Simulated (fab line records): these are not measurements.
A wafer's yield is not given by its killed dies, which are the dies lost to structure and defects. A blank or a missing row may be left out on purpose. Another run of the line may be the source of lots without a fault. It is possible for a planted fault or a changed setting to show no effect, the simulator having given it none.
fab line records -- flow n5_finfet -- part 1 of 2: steps 1 to 3 of 6
[record] lots = 24, wafers = 72, last_day = 20
route steps=1938 shown BEOL_M2@857
lots that met no fault: from a run of the same line without faults
start_h: hours from the record's opening day to when the first of the lot's shown wafers began -- wait_h: time in hours since the lot's previous step -- " repeats the value in the row above -- L1.1+2: a single row standing in for several wafers -- - either no value or no given start -- * or withheld: withheld -- < > ~ a bound
route shown NAME@n: NAME is a module with steps in the file, n the number in the route of the first one -- usual: mean/standard deviation taken from wafers without a fault -- same: alike in all rows -- chamber/n: place in a boat -- sites: per-site readings -- _std_site: their standard deviation -- _edge_site: outer sites' mean less inner sites' -- radius_mm: how far each site lies from the wafer's centre -- mask NAME#n: copy n -- behind: the most recent tool/chamber to have shaped the wafer -- hold: the reason the lot was held/the length of the hold in hours/how it ended -- device: the n, p or np transistor that did not switch -- end of line: the route-end tests of the same wafers -- for a step that has no rows: nothing shown but its recipe -- killed: dies lost to structure and defects at the first sort, not the wafer's yield -- map: the dies of a wafer, with x for killed, . for not killed, _ for no die there
set.NAME: setting as actually run; set.NAME@STEP: the setting as run at that earlier step -- model.NAME: the simulator's own value behind a step, which no gauge read
steps of the route over a sample of lots; a table a step, a row a wafer
services: from which hour (start_h, from the record's first day; less than 0 if before it) a tool's chamber was out of use, for how many hours, and why
[[steps]]
[step N5_BEOL_M2_DESCUM_16]
[recipe] chemistry = O2, time_s = 7, source_power_w = 50, bias_power_w = 20, pressure_mtorr = 20, rf_frequency_hz = 2.712e+07, temp_c = 40, resist = CAR-EUV, o2_flow_sccm = 225
[usual] drypump_motor_current_A = 5.7/0.37, oes_product_au = 0.81/0.091, rf_vpp_V = 243.9/1.3, showerhead_plenum_p_Torr = 2.15/0.057, throttle_valve_pct = 20.3/0.31
lot.wafer,tool,chamber,start_h,wait_h,drypump_motor_current_A,oes_product_au,rf_hours_counter_h,rf_vpp_V,showerhead_plenum_p_Torr,throttle_valve_pct
L074.2,rie_diel-06,3,136.80,0.2,4.9,0.71,190,241.0,1.98,20.2
L074.4,rie_diel-06,0,136.80,0.2,5.2,0.71,248,243.0,2.15,20.2
L074.6,rie_diel-06,0,136.80,0.2,5.2,0.70,-,243.4,2.15,20.2
L075.2,rie_diel-01,2,140.41,0.0,5.9,0.84,47,245.0,2.22,20.1
L075.4,rie_diel-01,0,140.41,0.0,5.9,0.97,5,244.4,2.24,19.9
L075.5,rie_diel-01,2,140.41,0.0,5.9,0.86,-,246.4,2.21,20.1
L076.3,rie_diel-01,2,152.67,0.0,5.9,0.84,52,244.9,2.21,20.1
L076.4,rie_diel-01,3,152.67,0.0,5.2,0.89,36,244.2,2.13,20.1
L076.5,rie_diel-01,2,152.67,0.0,5.9,0.85,-,244.2,2.21,20.1
L077.1,rie_diel-01,2,161.37,0.0,5.9,0.83,55,243.9,2.21,20.1
L077.5,rie_diel-01,2,161.37,0.0,6.0,0.84,-,245.5,2.21,20.1
L077.6,rie_diel-01,0,161.37,0.0,5.9,0.94,-,246.2,2.24,19.9
L078.1,rie_diel-04,2,164.37,0.0,5.9,0.73,195,243.4,2.09,20.6
L078.4,rie_diel-04,0,164.37,0.0,6.1,0.94,21,243.0,2.16,20.0
L078.5,rie_diel-04,1,164.37,0.0,6.2,0.72,-,244.9,2.18,20.9
L079.1,rie_diel-04,2,167.63,0.0,5.9,0.73,196,242.5,2.09,20.6
L079.2,rie_diel-04,3,167.63,0.0,5.5,0.93,5,242.9,2.17,20.1
L079.3,rie_diel-04,0,167.63,0.0,6.1,0.94,22,242.6,2.16,20.0
L080.1,rie_diel-04,0,172.52,0.0,6.1,0.95,24,242.9,2.16,20.0
L080.2,rie_diel-04,2,172.52,0.0,5.9,0.73,197,242.2,2.09,20.6
L080.4,rie_diel-04,0,172.52,0.0,6.1,0.93,-,243.2,2.16,20.0
L081.2,rie_diel-04,0,177.63,0.0,6.1,0.93,26,243.8,2.16,20.0
L081.3,rie_diel-04,3,177.63,0.0,5.5,0.92,9,243.6,2.16,20.1
L081.4,rie_diel-04,2,177.63,0.0,5.9,0.74,200,242.7,2.09,20.6
L082.3,rie_diel-06,0,185.91,0.0,5.2,0.98,4,243.5,2.15,19.8
L082.5,rie_diel-06,2,185.91,0.0,5.6,0.67,-,244.8,2.15,20.3
L082.6,rie_diel-06,1,185.91,0.0,5.5,0.81,-,243.2,2.12,20.6
L083.1,rie_diel-01,2,188.41,0.3,5.9,0.83,66,243.5,2.21,20.1
L083.3,rie_diel-01,0,188.41,0.3,5.9,0.91,24,246.4,2.23,20.0
L083.5,rie_diel-01,0,188.41,0.3,5.9,0.90,-,244.7,2.24,20.0
L084.3,rie_diel-04,1,220.75,0.3,6.2,0.72,212,243.3,2.17,20.9
L084.5,rie_diel-04,1,220.75,0.3,6.2,0.71,-,243.2,2.17,20.9
L084.6,rie_diel-04,2,220.75,0.3,5.9,0.72,-,243.1,2.09,20.6
L085.3,rie_diel-04,3,223.94,0.0,5.5,0.90,24,244.0,2.16,20.1
L085.4,rie_diel-04,2,223.94,0.0,5.9,0.72,215,242.1,2.09,20.6
L085.6,rie_diel-04,0,223.94,0.0,6.1,0.91,-,243.0,2.15,20.0
L086.2,rie_diel-01,3,234.89,0.1,5.2,0.88,48,243.6,2.12,20.1
L086.3,rie_diel-01,1,234.89,0.1,5.3,0.70,227,244.8,2.14,20.5
L086.5,rie_diel-01,3,234.89,0.1,5.2,0.89,-,243.7,2.12,20.1
L087.1,rie_diel-06,0,241.33,0.2,5.2,0.92,26,243.9,2.14,19.9
L087.2,rie_diel-06,1,241.33,0.2,5.6,0.80,103,243.5,2.11,20.6
L087.5,rie_diel-06,3,241.33,0.2,5.0,0.69,-,242.2,1.97,20.3
L088.1,rie_diel-01,3,246.05,0.0,5.2,0.87,53,243.9,2.12,20.1
L088.3,rie_diel-01,0,246.05,0.0,5.9,0.87,45,244.4,2.23,20.0
L088.6,rie_diel-01,3,246.05,0.0,5.2,0.87,-,243.5,2.12,20.1
L089.2,rie_diel-04,3,247.05,0.0,5.5,0.87,33,244.2,2.16,20.1
L089.3,rie_diel-04,0,247.05,0.0,6.1,0.90,49,243.7,2.15,20.0
L089.5,rie_diel-04,1,247.05,0.0,6.2,0.70,-,245.4,2.17,20.9
L090.4,rie_diel-01,3,250.41,0.0,5.2,0.86,55,241.0,2.12,20.1
L090.5,rie_diel-01,3,250.41,0.0,5.2,0.87,-,242.7,2.12,20.1
L090.6,rie_diel-01,0,250.41,0.0,5.9,0.86,-,244.5,2.23,20.0
L092.3,rie_diel-01,2,257.07,0.0,5.9,0.79,91,245.0,2.20,20.1
L092.4,rie_diel-01,1,257.07,0.0,5.3,0.71,233,244.0,2.14,20.5
L092.5,rie_diel-01,3,257.07,0.0,5.3,0.86,-,244.0,2.12,20.1
L091.2,rie_diel-01,0,262.25,0.1,5.9,0.85,50,246.8,2.23,20.0
L091.4,rie_diel-01,2,262.25,0.1,5.9,0.78,93,243.6,2.20,20.1
L091.6,rie_diel-01,0,262.25,0.1,5.9,0.86,-,245.1,2.23,20.0
L093.1,rie_diel-04,2,267.99,0.0,5.9,0.70,231,242.0,2.08,20.6
L093.2,rie_diel-04,1,267.99,0.0,6.2,0.70,227,244.7,2.17,20.9
L093.6,rie_diel-04,1,267.99,0.0,6.2,0.70,-,245.3,2.17,20.9
L094.1,rie_diel-06,2,269.44,0.0,5.6,0.89,22,243.8,2.14,20.0
L094.2,rie_diel-06,0,269.44,0.0,5.2,0.90,36,245.3,2.14,19.9
L094.6,rie_diel-06,2,269.44,0.0,5.6,0.90,-,242.0,2.14,20.0
L096.1,rie_diel-04,3,270.74,0.0,5.5,0.86,40,242.8,2.15,20.1
L096.2,rie_diel-04,0,270.74,0.0,6.1,0.88,56,242.4,2.15,20.1
L096.4,rie_diel-04,2,270.74,0.0,6.0,0.70,231,243.1,2.08,20.6
L095.2,rie_diel-06,1,274.75,0.0,5.6,0.79,115,244.0,2.11,20.6
L095.3,rie_diel-06,2,274.75,0.0,5.6,0.89,24,243.0,2.14,20.0
L095.6,rie_diel-06,3,274.75,0.0,4.9,0.69,-,242.6,1.97,20.3
L097.1,rie_diel-01,3,277.54,0.0,5.2,0.86,62,244.5,2.12,20.1
L097.2,rie_diel-01,0,277.54,0.0,5.9,0.85,54,245.0,2.22,20.0
L097.4,rie_diel-01,1,277.54,0.0,5.3,0.70,239,243.3,2.14,20.5
[step N5_BEOL_M2_DESCUM_33]
[recipe] chemistry = O2, time_s = 7, source_power_w = 50, bias_power_w = 20, pressure_mtorr = 20, rf_frequency_hz = 2.712e+07, temp_c = 40, resist = CAR-EUV, o2_flow_sccm = 225
[usual] drypump_motor_current_A = 5.7/0.36, oes_product_au = 0.82/0.092, rf_vpp_V = 243.9/1.2, showerhead_plenum_p_Torr = 2.15/0.049, throttle_valve_pct = 20.3/0.33
lot.wafer,tool,chamber,start_h,wait_h,drypump_motor_current_A,oes_product_au,rf_hours_counter_h,rf_vpp_V,showerhead_plenum_p_Torr,throttle_valve_pct
L074.2,rie_diel-01,0,137.85,0.0,5.9,0.95,4,245.2,2.24,19.9
L074.4,rie_diel-01,1,137.85,0.0,5.3,0.74,189,244.0,2.16,20.5
L074.6,rie_diel-01,1,137.85,0.0,5.3,0.73,-,244.6,2.16,20.4
L075.2,rie_diel-01,1,141.38,0.0,5.3,0.74,190,244.8,2.16,20.5
L075.4,rie_diel-01,2,141.38,0.0,5.9,0.85,47,245.6,2.21,20.1
L075.5,rie_diel-01,2,141.38,0.0,5.9,0.86,-,243.9,2.21,20.1
L076.3,rie_diel-01,2,153.67,0.0,5.9,0.84,52,245.7,2.21,20.1
L076.4,rie_diel-01,3,153.67,0.0,5.2,0.90,36,244.5,2.13,20.1
L076.5,rie_diel-01,3,153.67,0.0,5.2,0.90,-,244.3,2.13,20.1
L077.1,rie_diel-04,0,162.37,0.0,6.1,0.94,21,242.5,2.16,20.0
L077.5,rie_diel-04,0,162.37,0.0,6.1,0.96,-,245.3,2.16,20.0
L077.6,rie_diel-04,3,162.37,0.0,5.5,0.94,-,245.0,2.17,20.1
L078.1,rie_diel-04,0,165.25,0.0,6.1,0.95,22,243.9,2.16,20.0
L078.4,rie_diel-04,1,165.25,0.0,6.2,0.71,195,245.3,2.18,20.9
L078.5,rie_diel-04,1,165.25,0.0,6.2,0.72,-,245.1,2.18,20.9
L079.1,rie_diel-04,0,168.91,0.2,6.1,0.95,23,244.9,2.16,20.0
L079.2,rie_diel-04,3,168.91,0.2,5.5,0.93,5,244.7,2.17,20.1
L079.3,rie_diel-04,2,168.91,0.2,5.9,0.74,196,242.1,2.09,20.6
L080.1,rie_diel-01,0,173.65,0.0,5.9,0.91,17,244.5,2.24,20.0
L080.2,rie_diel-01,1,173.65,0.0,5.3,0.73,203,244.9,2.15,20.5
L080.4,rie_diel-01,2,173.65,0.0,5.9,0.83,-,244.8,2.21,20.1
L081.2,rie_diel-04,1,178.50,0.0,6.1,0.72,199,244.7,2.18,20.9
L081.3,rie_diel-04,2,178.50,0.0,6.0,0.72,200,241.8,2.09,20.6
L081.4,rie_diel-04,3,178.50,0.0,5.5,0.93,9,244.4,2.16,20.1
L082.3,rie_diel-06,0,186.80,0.0,5.2,0.98,4,245.2,2.15,19.8
L082.5,rie_diel-06,1,186.80,0.0,5.6,0.81,-,242.0,2.12,20.6
L082.6,rie_diel-06,2,186.80,0.0,5.6,0.68,-,242.7,2.15,20.3
L083.1,rie_diel-06,2,189.41,0.0,5.6,0.67,253,243.6,2.15,20.3
L083.3,rie_diel-06,0,189.41,0.0,5.2,0.96,6,245.3,2.15,19.8
L083.5,rie_diel-06,2,189.41,0.0,5.6,0.67,-,242.7,2.15,20.3
L084.3,rie_diel-01,3,221.75,0.0,5.3,0.87,45,244.8,2.13,20.1
L084.5,rie_diel-01,0,221.75,0.0,5.9,0.87,-,245.3,2.23,20.0
L084.6,rie_diel-01,1,221.75,0.0,5.3,0.71,-,243.4,2.14,20.5
L085.3,rie_diel-04,1,224.84,0.0,6.2,0.72,213,244.7,2.17,20.9
L085.4,rie_diel-04,2,224.84,0.0,6.0,0.71,215,241.9,2.09,20.6
L085.6,rie_diel-04,2,224.84,0.0,5.9,0.72,-,243.7,2.09,20.6
L086.2,rie_diel-04,2,236.00,0.0,5.9,0.71,220,242.7,2.08,20.6
L086.3,rie_diel-04,0,236.00,0.0,6.1,0.91,45,244.4,2.15,20.0
L086.5,rie_diel-04,1,236.00,0.0,6.2,0.71,-,243.5,2.17,20.9
L087.1,rie_diel-06,2,242.39,0.0,5.6,0.92,12,242.3,2.14,20.0
L087.2,rie_diel-06,3,242.39,0.0,5.0,0.68,228,241.2,1.97,20.3
L087.5,rie_diel-06,1,242.39,0.0,5.5,0.80,-,244.7,2.11,20.6
L088.1,rie_diel-04,2,246.94,0.0,5.9,0.71,224,242.2,2.08,20.7
L088.3,rie_diel-04,0,246.94,0.0,6.1,0.90,49,243.9,2.15,20.0
L088.6,rie_diel-04,0,246.94,0.0,6.1,0.90,-,243.3,2.15,20.1
L089.2,rie_diel-04,1,247.92,0.0,6.2,0.71,221,244.5,2.17,20.9
L089.3,rie_diel-04,3,247.92,0.0,5.5,0.88,33,244.4,2.16,20.1
L089.5,rie_diel-04,3,247.92,0.0,5.5,0.87,-,244.0,2.16,20.2
L090.4,rie_diel-04,0,251.41,0.0,6.1,0.90,50,244.5,2.15,20.1
L090.5,rie_diel-04,1,251.41,0.0,6.2,0.71,-,245.8,2.17,20.9
L090.6,rie_diel-04,2,251.41,0.0,5.9,0.71,-,242.4,2.08,20.6
L092.3,rie_diel-06,1,258.33,0.3,5.5,0.79,108,243.8,2.11,20.6
L092.4,rie_diel-06,3,258.33,0.3,4.9,0.68,233,241.0,1.97,20.3
L092.5,rie_diel-06,3,258.33,0.3,4.9,0.68,-,241.8,1.97,20.3
L091.2,rie_diel-04,1,263.17,0.1,6.2,0.70,226,245.1,2.17,20.9
L091.4,rie_diel-04,2,263.17,0.1,5.9,0.71,229,242.5,2.08,20.7
L091.6,rie_diel-04,2,263.17,0.1,5.9,0.71,-,242.8,2.08,20.6
L093.1,rie_diel-01,1,268.99,0.0,5.3,0.70,237,243.6,2.14,20.5
L093.2,rie_diel-01,2,268.99,0.0,5.9,0.79,95,243.7,2.20,20.2
L093.6,rie_diel-01,3,268.99,0.0,5.2,0.86,-,244.4,2.12,20.1
L094.1,rie_diel-04,1,270.31,0.0,6.2,0.70,228,243.8,2.17,20.9
L094.2,rie_diel-04,2,270.31,0.0,6.0,0.70,231,240.0,2.08,20.6
L094.6,rie_diel-04,3,270.31,0.0,5.5,0.85,-,243.9,2.15,20.2
L096.1,rie_diel-04,2,271.84,0.0,5.9,0.70,232,243.8,2.08,20.6
L096.2,rie_diel-04,3,271.84,0.0,5.5,0.85,41,243.7,2.15,20.1
L096.4,rie_diel-04,0,271.84,0.0,6.1,0.88,56,244.7,2.15,20.1
L095.2,rie_diel-01,0,275.99,0.2,5.9,0.85,54,244.3,2.22,20.0
L095.3,rie_diel-01,3,275.99,0.2,5.3,0.85,62,243.3,2.12,20.1
L095.6,rie_diel-01,0,275.99,0.2,5.9,0.85,-,244.0,2.22,20.0
L097.1,rie_diel-06,3,278.41,0.0,5.0,0.68,241,242.4,1.97,20.3
L097.2,rie_diel-06,2,278.41,0.0,5.6,0.91,26,244.2,2.14,20.0
L097.4,rie_diel-06,1,278.41,0.0,5.6,0.78,116,243.3,2.11,20.6
[step N5_BEOL_M2_ETCH_41]
[recipe] chemistry = CH3F/O2, target = SiCN, target_depth_a = 299, taper_deg = 2, time_s = 52.5, ion_energy_ev = 120, mask_material = TiN, pressure_mtorr = 30, source_w = 395, bias_w = 75, Ar_flow_sccm = 150, CH3F_flow_sccm = 30, O2_flow_sccm = 20
[usual] drypump_motor_current_A = 5.7/0.36, mfc_ar_sccm = 150.0/0.48, oes_product_au = 0.81/0.09, rf_vpp_V = 298.2/1.3, showerhead_plenum_p_Torr = 2.05/0.05, throttle_valve_pct = 16.2/0.34
lot.wafer,tool,chamber,start_h,wait_h,drypump_motor_current_A,mfc_ar_sccm,oes_product_au,rf_hours_counter_h,rf_vpp_V,showerhead_plenum_p_Torr,throttle_valve_pct
L074.2,rie_diel-01,3,-,-,5.2,149.5,0.89,34,297.7,2.05,16.0
L074.4,rie_diel-01,0,-,-,5.9,150.3,0.93,7,299.3,2.15,15.8
L074.6,rie_diel-01,3,-,-,5.2,150.1,0.88,-,297.2,2.05,16.0
L075.2,rie_diel-04,0,-,-,6.1,149.5,0.96,17,298.8,2.04,15.7
L075.4,rie_diel-04,2,-,-,6.0,150.7,0.73,-,298.9,1.99,16.4
L075.5,rie_diel-04,1,-,-,6.2,150.2,0.73,-,300.8,2.09,16.8
L076.3,rie_diel-04,1,-,-,6.2,150.4,0.73,194,298.7,2.08,16.8
L076.4,rie_diel-04,1,-,-,6.2,149.9,0.73,-,298.9,2.08,16.8
L076.5,rie_diel-04,0,-,-,6.1,150.2,0.94,-,299.8,2.04,15.8
L077.1,rie_diel-01,0,-,-,5.9,149.7,0.91,16,299.2,2.15,15.9
L077.5,rie_diel-01,1,-,-,5.3,150.1,0.73,-,298.5,2.07,16.5
L077.6,rie_diel-01,0,-,-,5.9,149.8,0.91,-,300.1,2.15,15.9
L078.1,rie_diel-06,1,-,-,5.6,149.8,0.81,80,299.7,2.02,16.4
L078.4,rie_diel-06,3,-,-,5.0,150.4,0.70,209,295.5,1.90,16.3
L078.5,rie_diel-06,3,-,-,4.9,149.4,0.70,-,294.7,1.90,16.3
L079.1,rie_diel-04,0,-,-,6.1,150.5,0.93,26,297.6,2.04,15.8
L079.2,rie_diel-04,1,-,-,6.2,150.5,0.74,198,298.9,2.08,16.8
L079.3,rie_diel-04,3,-,-,5.5,149.0,0.93,9,297.9,2.05,15.9
L080.1,rie_diel-04,3,-,-,5.5,150.2,0.92,11,298.5,2.05,15.9
L080.2,rie_diel-04,2,-,-,5.9,149.3,0.73,202,298.4,1.99,16.4
L080.4,rie_diel-04,1,-,-,6.2,148.9,0.73,200,297.5,2.08,16.8
L081.2,rie_diel-06,0,-,-,5.2,150.4,0.97,5,299.1,2.03,15.6
L081.3,rie_diel-06,2,-,-,5.6,150.5,0.68,253,299.9,2.05,16.3
L081.4,rie_diel-06,1,-,-,5.6,149.8,0.81,-,297.7,2.02,16.4
L082.3,rie_diel-04,2,-,-,5.9,149.7,0.72,205,296.4,1.99,16.5
L082.5,rie_diel-04,2,-,-,5.9,149.5,0.72,-,295.4,1.99,16.5
L082.6,rie_diel-04,1,-,-,6.2,149.8,0.72,-,298.9,2.08,16.8
L083.1,rie_diel-04,1,-,-,6.2,149.6,0.73,203,298.0,2.08,16.8
L083.3,rie_diel-04,2,-,-,6.0,149.6,0.72,205,296.8,1.99,16.5
L083.5,rie_diel-04,2,-,-,5.9,149.0,0.72,-,296.6,1.99,16.4
L084.3,rie_diel-01,2,-,-,5.9,150.5,0.79,83,299.2,2.09,16.0
L084.5,rie_diel-01,3,-,-,5.2,149.5,0.87,-,296.5,2.04,16.1
L084.6,rie_diel-01,2,-,-,5.9,150.3,0.80,-,298.2,2.09,16.0
L085.3,rie_diel-01,2,-,-,5.9,150.2,0.79,86,298.4,2.09,16.0
L085.4,rie_diel-01,1,-,-,5.3,148.3,0.70,229,297.2,2.06,16.5
L085.6,rie_diel-01,3,-,-,5.2,149.4,0.87,-,297.5,2.04,16.1
L086.2,rie_diel-04,1,-,-,6.2,150.7,0.72,218,299.5,2.08,16.8
L086.3,rie_diel-04,0,-,-,6.1,149.9,0.90,46,298.7,2.03,15.8
L086.5,rie_diel-04,0,-,-,6.1,150.2,0.89,-,297.0,2.03,15.8
L087.1,rie_diel-01,0,-,-,5.9,149.9,0.85,45,298.7,2.13,15.9
L087.2,rie_diel-01,3,-,-,5.2,149.7,0.86,53,297.0,2.04,16.1
L087.5,rie_diel-01,2,-,-,5.9,149.7,0.79,-,299.1,2.09,16.0
L088.1,rie_diel-01,3,-,-,5.2,150.2,0.87,54,297.1,2.04,16.1
L088.3,rie_diel-01,0,-,-,5.9,149.9,0.85,46,299.4,2.13,15.9
L088.6,rie_diel-01,2,-,-,5.9,150.2,0.79,-,299.3,2.09,16.0
L090.4,rie_diel-04,0,-,-,6.1,149.3,0.88,50,297.8,2.03,15.8
L090.5,rie_diel-04,3,-,-,5.5,149.6,0.86,-,298.8,2.05,15.9
L090.6,rie_diel-04,2,-,-,5.9,150.2,0.69,-,296.6,1.98,16.5
L089.2,rie_diel-06,2,-,-,5.6,150.7,0.91,16,298.4,2.04,15.8
L089.3,rie_diel-06,3,-,-,4.9,150.7,0.68,232,295.8,1.90,16.4
L089.5,rie_diel-06,3,-,-,4.9,150.6,0.68,-,293.9,1.90,16.4
L092.3,rie_diel-01,3,-,-,5.2,149.9,0.85,59,296.3,2.04,16.1
L092.4,rie_diel-01,2,-,-,5.9,150.2,0.78,94,299.0,2.08,16.0
L092.5,rie_diel-01,1,-,-,5.3,149.7,0.70,-,297.4,2.06,16.6
L091.2,rie_diel-04,2,-,-,5.9,149.5,0.69,231,295.8,1.98,16.5
L091.4,rie_diel-04,3,-,-,5.5,149.7,0.85,40,298.1,2.04,15.9
L091.6,rie_diel-04,2,-,-,5.9,150.0,0.70,-,298.1,1.98,16.5
L093.1,rie_diel-06,3,-,-,4.9,149.7,0.67,240,295.6,1.89,16.4
L093.2,rie_diel-06,2,-,-,5.6,150.4,0.90,24,298.4,2.04,15.8
L093.6,rie_diel-06,3,-,-,4.9,149.9,0.67,-,295.0,1.89,16.4
L094.1,rie_diel-01,2,-,-,5.9,150.5,0.77,97,298.1,2.08,16.0
L094.2,rie_diel-01,3,-,-,5.2,150.3,0.85,62,296.8,2.04,16.1
L094.6,rie_diel-01,0,-,-,5.9,149.7,0.84,-,298.9,2.13,15.9
L096.1,rie_diel-04,1,-,-,6.2,150.7,0.70,230,298.1,2.07,16.8
L096.2,rie_diel-04,3,-,-,5.5,149.9,0.85,43,297.7,2.04,15.9
L096.4,rie_diel-04,2,-,-,5.9,150.2,0.70,234,295.5,1.98,16.5
L095.2,rie_diel-01,0,-,-,5.9,149.2,0.84,55,299.6,2.13,15.9
L095.3,rie_diel-01,3,-,-,5.2,150.8,0.84,63,296.7,2.04,16.1
L095.6,rie_diel-01,2,-,-,5.9,149.4,0.77,-,299.5,2.08,16.0
L097.1,rie_diel-04,1,-,-,6.2,149.1,0.71,231,297.8,2.07,16.8
L097.2,rie_diel-04,2,-,-,5.9,150.2,0.70,235,297.2,1.98,16.5
L097.4,rie_diel-04,3,-,-,5.5,149.5,0.85,44,298.5,2.04,15.9
